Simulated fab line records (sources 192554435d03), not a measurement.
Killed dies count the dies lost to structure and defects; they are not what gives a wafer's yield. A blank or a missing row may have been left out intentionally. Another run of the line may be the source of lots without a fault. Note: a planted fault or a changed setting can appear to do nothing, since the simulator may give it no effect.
A struck lot beside a sound one :: flow n5Finfet :: 16 out of 1938 route steps
Sound: wafers L680.2, L680.3, L680.5. Struck: wafer L694.1. (L694.3, L694.6 of the same lot were not struck and are left out.) The cause comes at the end.
Per side, at each step with rows, come the tool, then ch with its chambers, and then its first start. Under that, the readings that differ: sound wafers :: struck wafers :: difference of the means :: sigmas: that difference in standard deviations of wafers without a fault.
alike: words and numbers the same on both sides, and readings whose means are apart by under 2 such deviations; not compared: readings that were withheld, readings missing a value for some wafer, numbers with overlapping values and no deviation given by the record, and bounds like >300 which may hide the same value.
Wherever a step has rows on one side only, a row that says differs or no value, or a row with sigmas, the two part there. Numbers that don't overlap but have no deviation are shown without sigmas and don't part them. A reading missing from all wafers of one side parts the sides only when that side holds two or more wafers.

first, 7 steps without rows for these wafers: N5_BEOL_M4_COAT_76 (time 60 s, resist thk 5 nm); N5_BEOL_M4_COAT_22 (resist thk 30 nm); N5_BEOL_M4_EBR_24; N5_BEOL_M4_SOFTBAKE_23 (time 60 s); N5_BEOL_M4_EXPOSE_25 (exposes mask V3, defocus 5 nm); N5_BEOL_M4_PEB_26 (peb time 60 s); N5_BEOL_M4_DEVELOP_27 (develop time 30 s).
N5_BEOL_M4_CD_MEAS_28: target cd 26.2 nm, target cd y 24.1 nm.
  sound on cdSem-01 ch 0, day 9 22:09; struck on cdSem-02 ch 0, day 13 16:36
  alike: cdNm
N5_BEOL_M4_OVL_MEAS_29:
  sound on overlay-01 ch 0, day 9 22:11; struck on overlay-01 ch 0, day 13 16:38
  alike: V3_OVL
N5_BEOL_M4_INSPECT_30: inspects for defects (brightfield).
  sound on defectInspect-01, day 9 22:14; struck on defectInspect-02, day 13 16:41
  alike: rawDefectCount
N5_BEOL_M4_DESCUM_33: chemistry O2, time 7 s.
  sound on rieDiel-05 ch 1,2,3, day 9 22:16; struck on rieDiel-04 ch 0, day 13 16:52
  alike: drypumpMotorCurrentA, oesProductAu, rfVppV, showerheadPlenumPTorr, tempC, throttleValvePct
  not compared: rfHoursCounterH
N5_BEOL_M4_ETCH_77: etches underlayer in N2/H2, target depth 6.5 nm, time 5.2 s.
  sound on rieDiel-05 ch 1,2,3, day 9 22:19; struck on rieDiel-04 ch 0, day 13 16:53
  alike: biasW, drypumpMotorCurrentA, etchRfOnTimeS, oesProductAu, rfVppV, showerheadPlenumPTorr, throttleValvePct
  not compared: rfHoursCounterH
N5_BEOL_M4_ETCH_69: etches SiARC in CF4, target depth 15.6 nm, time 26 s.
  sound on rieDiel-05 ch 1,2,3, day 9 22:19; struck on rieDiel-04 ch 0, day 13 16:55
reading: etchRfOnTimeS (s)
sound: 25.4 26.7 26.8
struck: 31.8
difference: +5.5
sigmas: +7
  alike: biasW, drypumpMotorCurrentA, mfcArSccm, oesProductAu, rfVppV, showerheadPlenumPTorr, throttleValvePct
  not compared: rfHoursCounterH
N5_BEOL_M4_ALD_98: deposits SiO2, target thk 2.5 nm, pulse time 1 s, co reactant pulse time 1 s.
  sound on aldSin-04 ch 1,2,3, day 9 22:25; struck on aldSin-02 ch 3, day 13 16:59
  alike: heaterPowerW, precursorPulseHeightRel
N5_BEOL_M4_RC_MEAS_101:
  sound on prober-02 ch 0, day 11 05:27; struck on prober-01 ch 0, day 15 06:26
reading: DIBL_P (mV/V)
sound: 34 38 37
struck: 44
difference: +8
sigmas: +3

reading: IOFF_N (nA/um)
sound: 0.14 0.20 0.22
struck: 0.31
difference: +0.12
sigmas: +2

reading: IOFF_P (nA/um)
sound: 0.21 0.26 0.27
struck: 0.41
difference: +0.16
sigmas: +3

reading: SS_N (mV/dec)
sound: 71.3 71.8 72.1
struck: 73.3
difference: +1.6
sigmas: +2

reading: VT_P (mV)
sound: -247 -246 -244
struck: -237
difference: +9
sigmas: +2
  alike: DIBL_N, ION_N, ION_P, SS_P, VT_N
-- record jumps: 4 days separate the struck wafers' starts on either side; left off in module BEOL_M4, taken up again in module PASSIVATION, whose first shown step is the route's number 1936 --
N5_PASSIVATION_PROBE_49:
  sound on prober-01, day 15 14:16; struck on prober-01, day 19 17:07
reading: killedShort
sound: 30 25 15
struck: 47
difference: +24
sigmas: +3
  alike: defectLimitedYield, killed_at_M0_to_M3, killed_at_M4_up, killedAtContacts, killedAtFrontEnd, killedAtOther, killedDies, killedOpen, sort_bin_4_leakage, sort_bin_5_function, sort_bin_6_memory, sort_bin_8_speed, sortNPass, sortYieldPct

== WHERE THEY PART ==
At N5_BEOL_M4_ETCH_69 first; at N5_PASSIVATION_PROBE_49 last (within this record only).

WHY: what the simulator had put in
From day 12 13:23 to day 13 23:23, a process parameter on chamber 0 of rieDiel-04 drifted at N5_BEOL_M4_ETCH_69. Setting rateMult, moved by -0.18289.
